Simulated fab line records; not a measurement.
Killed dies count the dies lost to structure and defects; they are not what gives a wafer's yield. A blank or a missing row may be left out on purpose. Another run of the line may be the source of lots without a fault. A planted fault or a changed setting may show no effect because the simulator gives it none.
A sampling plan put to the test :: flow nandHarc :: each of the 26 faults these records tell of, on one fab line, judged from the records of the lots it struck
The plan is the line's own looks: the steps of the route at which a gauge or an inspection reads the wafer and doesn't change it. Where struck wafers have a number at a look and the file lists that look's usual mean and standard deviation on fault-free wafers, the look can be judged. Caught: a look later than the fault's first step finds the struck wafers' mean 4 or more of those standard deviations (sigma) from the usual mean. On the tool: the identical test, applied to the tool's own readings at the steps of the fault. A different recipe on the struck wafers counts as caught too, as does a record blank only for those wafers.

== THE FAULTS, as the simulator had put them in ==
1. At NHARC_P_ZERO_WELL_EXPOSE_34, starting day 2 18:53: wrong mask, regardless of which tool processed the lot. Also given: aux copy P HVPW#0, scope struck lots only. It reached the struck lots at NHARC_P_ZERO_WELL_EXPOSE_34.
2. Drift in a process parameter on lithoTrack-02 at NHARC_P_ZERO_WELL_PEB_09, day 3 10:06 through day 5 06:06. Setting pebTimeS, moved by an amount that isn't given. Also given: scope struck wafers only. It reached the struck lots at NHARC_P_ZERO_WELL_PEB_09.
3. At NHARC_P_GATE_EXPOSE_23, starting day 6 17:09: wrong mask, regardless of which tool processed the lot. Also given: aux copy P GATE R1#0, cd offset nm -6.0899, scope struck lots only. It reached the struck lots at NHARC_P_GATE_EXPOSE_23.
4. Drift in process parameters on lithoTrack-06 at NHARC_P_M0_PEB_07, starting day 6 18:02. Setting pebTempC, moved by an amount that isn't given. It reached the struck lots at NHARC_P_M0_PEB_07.
5. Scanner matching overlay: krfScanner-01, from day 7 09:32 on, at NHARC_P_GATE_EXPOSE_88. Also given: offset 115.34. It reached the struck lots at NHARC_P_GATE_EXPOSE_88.
6. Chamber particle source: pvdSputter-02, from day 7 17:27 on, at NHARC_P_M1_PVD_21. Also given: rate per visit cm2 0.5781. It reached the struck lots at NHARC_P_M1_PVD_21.
7. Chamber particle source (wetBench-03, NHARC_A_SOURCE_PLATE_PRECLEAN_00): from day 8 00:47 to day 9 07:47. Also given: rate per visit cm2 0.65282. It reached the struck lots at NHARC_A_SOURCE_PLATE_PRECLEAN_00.
8. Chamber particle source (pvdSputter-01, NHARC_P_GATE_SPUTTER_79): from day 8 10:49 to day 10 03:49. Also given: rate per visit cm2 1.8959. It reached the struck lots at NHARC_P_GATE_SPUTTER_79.
9. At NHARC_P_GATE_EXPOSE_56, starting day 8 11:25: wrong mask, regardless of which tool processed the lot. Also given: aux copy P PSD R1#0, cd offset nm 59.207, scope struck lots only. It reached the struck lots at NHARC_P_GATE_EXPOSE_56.
10. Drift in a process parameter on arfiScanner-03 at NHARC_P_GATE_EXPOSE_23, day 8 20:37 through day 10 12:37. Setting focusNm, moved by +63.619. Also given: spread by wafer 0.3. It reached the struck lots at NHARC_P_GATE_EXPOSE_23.
11. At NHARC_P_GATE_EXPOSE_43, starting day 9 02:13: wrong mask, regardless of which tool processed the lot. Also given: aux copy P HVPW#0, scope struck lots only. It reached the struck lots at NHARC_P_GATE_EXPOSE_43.
12. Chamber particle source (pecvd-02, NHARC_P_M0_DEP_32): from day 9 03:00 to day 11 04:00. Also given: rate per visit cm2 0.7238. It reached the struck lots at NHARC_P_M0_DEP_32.
13. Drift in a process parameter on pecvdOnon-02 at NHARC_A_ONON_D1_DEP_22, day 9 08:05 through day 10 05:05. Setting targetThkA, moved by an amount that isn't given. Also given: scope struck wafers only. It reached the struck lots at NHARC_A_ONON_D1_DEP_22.
14. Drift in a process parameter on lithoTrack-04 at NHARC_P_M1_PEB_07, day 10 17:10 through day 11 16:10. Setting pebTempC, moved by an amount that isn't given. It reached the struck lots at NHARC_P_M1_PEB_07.
15. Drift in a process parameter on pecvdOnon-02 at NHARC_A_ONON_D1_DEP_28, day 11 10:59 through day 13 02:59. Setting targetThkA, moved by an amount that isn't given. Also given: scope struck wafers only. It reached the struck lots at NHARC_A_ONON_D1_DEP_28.
16. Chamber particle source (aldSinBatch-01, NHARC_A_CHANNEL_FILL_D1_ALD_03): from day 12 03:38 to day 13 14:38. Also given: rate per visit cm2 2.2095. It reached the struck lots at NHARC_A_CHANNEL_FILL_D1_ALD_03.
17. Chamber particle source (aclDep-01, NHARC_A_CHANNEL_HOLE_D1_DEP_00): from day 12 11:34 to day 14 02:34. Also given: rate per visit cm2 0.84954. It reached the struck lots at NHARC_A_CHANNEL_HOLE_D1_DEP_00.
18. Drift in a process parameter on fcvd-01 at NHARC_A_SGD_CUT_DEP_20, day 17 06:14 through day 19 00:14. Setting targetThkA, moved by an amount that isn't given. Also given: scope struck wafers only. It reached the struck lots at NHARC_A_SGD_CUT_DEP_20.
19. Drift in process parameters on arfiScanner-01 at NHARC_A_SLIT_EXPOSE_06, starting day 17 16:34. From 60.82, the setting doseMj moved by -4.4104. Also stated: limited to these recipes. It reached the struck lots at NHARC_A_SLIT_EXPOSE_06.
20. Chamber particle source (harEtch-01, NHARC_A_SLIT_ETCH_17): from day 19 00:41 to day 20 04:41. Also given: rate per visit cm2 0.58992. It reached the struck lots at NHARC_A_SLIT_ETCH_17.
21. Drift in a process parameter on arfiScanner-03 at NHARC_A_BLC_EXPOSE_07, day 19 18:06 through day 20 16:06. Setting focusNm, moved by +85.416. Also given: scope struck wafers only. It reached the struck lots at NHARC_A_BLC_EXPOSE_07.
22. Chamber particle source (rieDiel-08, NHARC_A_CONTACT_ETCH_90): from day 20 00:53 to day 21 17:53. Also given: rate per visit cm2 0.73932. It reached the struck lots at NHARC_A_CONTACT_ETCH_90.
23. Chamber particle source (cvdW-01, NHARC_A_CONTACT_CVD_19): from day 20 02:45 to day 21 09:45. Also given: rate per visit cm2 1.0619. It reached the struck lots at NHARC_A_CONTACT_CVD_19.
24. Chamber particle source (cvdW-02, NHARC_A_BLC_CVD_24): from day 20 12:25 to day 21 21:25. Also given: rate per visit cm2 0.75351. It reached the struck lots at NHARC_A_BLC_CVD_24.
25. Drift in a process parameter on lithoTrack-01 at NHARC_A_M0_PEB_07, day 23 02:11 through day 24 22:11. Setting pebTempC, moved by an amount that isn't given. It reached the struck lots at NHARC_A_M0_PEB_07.
26. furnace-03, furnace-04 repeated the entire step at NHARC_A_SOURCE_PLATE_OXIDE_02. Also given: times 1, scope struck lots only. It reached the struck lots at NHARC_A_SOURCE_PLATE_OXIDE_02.

== WHAT THE PLAN SAW ==
fault: 1
on the tool itself: no reading that can be judged
first look that catches it: no look after it can be judged
reading, sigma: -
median hours from its first step to that look: -
hours from the fault's start to the first struck lot there: -
judged looks passed uncaught: 0

fault: 2
on the tool itself: heaterPowerTotalW +28 sigma
first look that catches it: NHARC_P_ZERO_WELL_CD_MEAS_11
reading, sigma: cdNm -5.1
median hours from its first step to that look: 0.1
hours from the fault's start to the first struck lot there: 3
judged looks passed uncaught: 0

fault: 3
on the tool itself: no reading that can be judged
first look that catches it: NHARC_P_GATE_CD_MEAS_26
reading, sigma: cdNm -10
median hours from its first step to that look: 0.1
hours from the fault's start to the first struck lot there: 0
judged looks passed uncaught: 0

fault: 4
on the tool itself: plateTempC -15 sigma
first look that catches it: NHARC_P_M0_CD_MEAS_09
reading, sigma: cdNm -10
median hours from its first step to that look: 0.1
hours from the fault's start to the first struck lot there: 10
judged looks passed uncaught: 0

fault: 5
on the tool itself: no reading that can be judged
first look that catches it: no look after it can be judged
reading, sigma: -
median hours from its first step to that look: -
hours from the fault's start to the first struck lot there: -
judged looks passed uncaught: 0

fault: 6
on the tool itself: under 2 sigma
first look that catches it: NHARC_END_SORT_01
reading, sigma: killedAtPeriphery +28
median hours from its first step to that look: 337.2
hours from the fault's start to the first struck lot there: 343
judged looks passed uncaught: 0

fault: 7
on the tool itself: no reading that can be judged
first look that catches it: NHARC_A_SOURCE_PLATE_INSPECT_08
reading, sigma: rawDefectCount +10
median hours from its first step to that look: 20.0
hours from the fault's start to the first struck lot there: 21
judged looks passed uncaught: 0

fault: 8
on the tool itself: no reading that can be judged
first look that catches it: NHARC_P_GATE_INSPECT_68
reading, sigma: rawDefectCount +14
median hours from its first step to that look: 0.8
hours from the fault's start to the first struck lot there: 22
judged looks passed uncaught: 0

fault: 9
on the tool itself: no reading that can be judged
first look that catches it: NHARC_P_GATE_CD_MEAS_59
reading, sigma: cdNm +28
median hours from its first step to that look: 0.1
hours from the fault's start to the first struck lot there: 16
judged looks passed uncaught: 0

fault: 10
on the tool itself: no reading that can be judged
first look that catches it: NHARC_P_GATE_CD_MEAS_26
reading, sigma: cdNm -14
median hours from its first step to that look: 0.1
hours from the fault's start to the first struck lot there: 6
judged looks passed uncaught: 0

fault: 11
on the tool itself: no reading that can be judged
first look that catches it: no look after it can be judged
reading, sigma: -
median hours from its first step to that look: -
hours from the fault's start to the first struck lot there: -
judged looks passed uncaught: 0

fault: 12
on the tool itself: under 2 sigma
first look that catches it: NHARC_P_M1_INSPECT_11
reading, sigma: rawDefectCount +99 or beyond
median hours from its first step to that look: 1.4
hours from the fault's start to the first struck lot there: 30
judged looks passed uncaught: 0

fault: 13
on the tool itself: under 2 sigma
first look that catches it: none of the 3 looks that can be judged after it
reading, sigma: strongest: thkNm at NHARC_A_ONON_D1_THK_MEAS_24, +3.2
median hours from its first step to that look: -
hours from the fault's start to the first struck lot there: -
judged looks passed uncaught: 3

fault: 14
on the tool itself: plateTempC -51 sigma
first look that catches it: NHARC_P_M1_CD_MEAS_09
reading, sigma: cdNm -37
median hours from its first step to that look: 0.1
hours from the fault's start to the first struck lot there: 3
judged looks passed uncaught: 0

fault: 15
on the tool itself: no reading that can be judged
first look that catches it: NHARC_A_ONON_D1_THK_MEAS_30
reading, sigma: thkNm +53
median hours from its first step to that look: 0.4
hours from the fault's start to the first struck lot there: 26
judged looks passed uncaught: 0

fault: 16
on the tool itself: under 2 sigma
first look that catches it: NHARC_END_SORT_01
reading, sigma: killedAtArray +7.5
median hours from its first step to that look: 272.5
hours from the fault's start to the first struck lot there: 295
judged looks passed uncaught: 0

fault: 17
on the tool itself: under 2 sigma
first look that catches it: NHARC_A_CHANNEL_HOLE_D1_INSPECT_12
reading, sigma: rawDefectCount +99 or beyond
median hours from its first step to that look: 2.5
hours from the fault's start to the first struck lot there: 1
judged looks passed uncaught: 0

fault: 18
on the tool itself: no reading that can be judged
first look that catches it: NHARC_A_SGD_CUT_THK_MEAS_22
reading, sigma: thkNm -29
median hours from its first step to that look: 8.2
hours from the fault's start to the first struck lot there: 27
judged looks passed uncaught: 0

fault: 19
on the tool itself: exposureDoseMJCm2 -55 sigma
first look that catches it: none of the 2 looks that can be judged after it
reading, sigma: strongest: cdNm at NHARC_A_SLIT_CD_MEAS_09, -3.3
median hours from its first step to that look: -
hours from the fault's start to the first struck lot there: -
judged looks passed uncaught: 2

fault: 20
on the tool itself: under 2 sigma
first look that catches it: NHARC_A_SIN_REMOVE_INSPECT_04
reading, sigma: rawDefectCount +4.7
median hours from its first step to that look: 10.4
hours from the fault's start to the first struck lot there: 16
judged looks passed uncaught: 1

fault: 21
on the tool itself: under 2 sigma
first look that catches it: NHARC_A_BLC_CD_MEAS_10
reading, sigma: cdNm -4.5
median hours from its first step to that look: 0.1
hours from the fault's start to the first struck lot there: 1
judged looks passed uncaught: 0

fault: 22
on the tool itself: under 2 sigma
first look that catches it: NHARC_END_SORT_01
reading, sigma: killedAtArray +6.1
median hours from its first step to that look: 90.4
hours from the fault's start to the first struck lot there: 106
judged looks passed uncaught: 1

fault: 23
on the tool itself: under 2 sigma
first look that catches it: NHARC_END_SORT_01
reading, sigma: killedDies +7.3
median hours from its first step to that look: 54.6
hours from the fault's start to the first struck lot there: 53
judged looks passed uncaught: 1

fault: 24
on the tool itself: under 2 sigma
first look that catches it: NHARC_END_SORT_01
reading, sigma: killedDies +5.8
median hours from its first step to that look: 45.0
hours from the fault's start to the first struck lot there: 44
judged looks passed uncaught: 1

fault: 25
on the tool itself: plateTempC -19 sigma
first look that catches it: NHARC_A_M0_CD_MEAS_09
reading, sigma: cdNm -12
median hours from its first step to that look: 0.1
hours from the fault's start to the first struck lot there: 8
judged looks passed uncaught: 0

fault: 26
on the tool itself: under 2 sigma
first look that catches it: NHARC_A_SOURCE_PLATE_THK_MEAS_09
reading, sigma: thkNm +6.0
median hours from its first step to that look: 8.5
hours from the fault's start to the first struck lot there: -
judged looks passed uncaught: 0
A dash: this means the fault isn't caught or the number doesn't appear in these records.

Caught at a look: 21 of 26. Caught on the tool: 5 of 26. By one or the other: 22 of 26.
Caught on the tool alone: fault 19.
Caught at a look alone: faults 3, 6, 7, 8, 9, 10, 12, 15, 16, 17, 18, 20, 21, 22, 23, 24, 26.
Caught by neither: faults 1, 5, 11, 13.

== THINNER SAMPLING ==
Were the look that catches a fault to measure just every second or every third lot (counted by lot number), the first struck lot would, at worst, be measured this late:
fault: 2
struck lots at that look, in order of time: L998, L999, L101
every lot: 3 h
every second lot: 9 h
every third lot: may miss all 3

fault: 3
struck lots at that look, in order of time: L150
every lot: 0 h
every second lot: may miss it
every third lot: may miss it

fault: 4
struck lots at that look, in order of time: L640, L638
every lot: 10 h
every second lot: may miss all 2
every third lot: may miss all 2

fault: 6
struck lots at that look, in order of time: L769
every lot: 343 h
every second lot: may miss it
every third lot: may miss it

fault: 7
struck lots at that look, in order of time: L991, L993, L994
every lot: 21 h
every second lot: 32 h
every third lot: may miss all 3

fault: 8
struck lots at that look, in order of time: L635, L636
every lot: 22 h
every second lot: 28 h
every third lot: may miss all 2

fault: 9
struck lots at that look, in order of time: L935
every lot: 16 h
every second lot: may miss it
every third lot: may miss it

fault: 10
struck lots at that look, in order of time: L629, L630
every lot: 6 h
every second lot: 7 h
every third lot: may miss all 2

fault: 12
struck lots at that look, in order of time: L464, L469
every lot: 30 h
every second lot: 42 h
every third lot: may miss all 2

fault: 14
struck lots at that look, in order of time: L858, L864
every lot: 3 h
every second lot: may miss all 2
every third lot: may miss all 2

fault: 15
struck lots at that look, in order of time: L217, L213
every lot: 26 h
every second lot: may miss all 2
every third lot: may miss all 2

fault: 16
struck lots at that look, in order of time: L474, L471
every lot: 295 h
every second lot: 297 h
every third lot: may miss all 2

fault: 17
struck lots at that look, in order of time: L921, L920, L922
every lot: 1 h
every second lot: 5 h
every third lot: 6 h

fault: 18
struck lots at that look, in order of time: L348, L353
every lot: 27 h
every second lot: 42 h
every third lot: may miss all 2

fault: 20
struck lots at that look, in order of time: L486, L489, L485
every lot: 16 h
every second lot: 25 h
every third lot: may miss all 3

fault: 21
struck lots at that look, in order of time: L521, L524, L523
every lot: 1 h
every second lot: 10 h
every third lot: may miss all 3

fault: 22
struck lots at that look, in order of time: L916, L913
every lot: 106 h
every second lot: 108 h
every third lot: may miss all 2

fault: 23
struck lots at that look, in order of time: L233, L232
every lot: 53 h
every second lot: 53 h
every third lot: may miss all 2

fault: 24
struck lots at that look, in order of time: L939, L938
every lot: 44 h
every second lot: 44 h
every third lot: may miss all 2

fault: 25
struck lots at that look, in order of time: L737, L738, L734
every lot: 8 h
every second lot: 15 h
every third lot: may miss all 3
Hours count from the start of the fault until the first struck lot that is measured. Since the struck wafers were tested as one group against 4 sigma, a single lot by itself may lie under the limit. Other struck lots may not be in these records.

== THE LONGEST TIMED WAY FROM STEP TO LOOK ==
For fault 6, NHARC_P_M1_PVD_21 and NHARC_END_SORT_01 are separated by a median of 337.2 hours. No look between them can be judged.
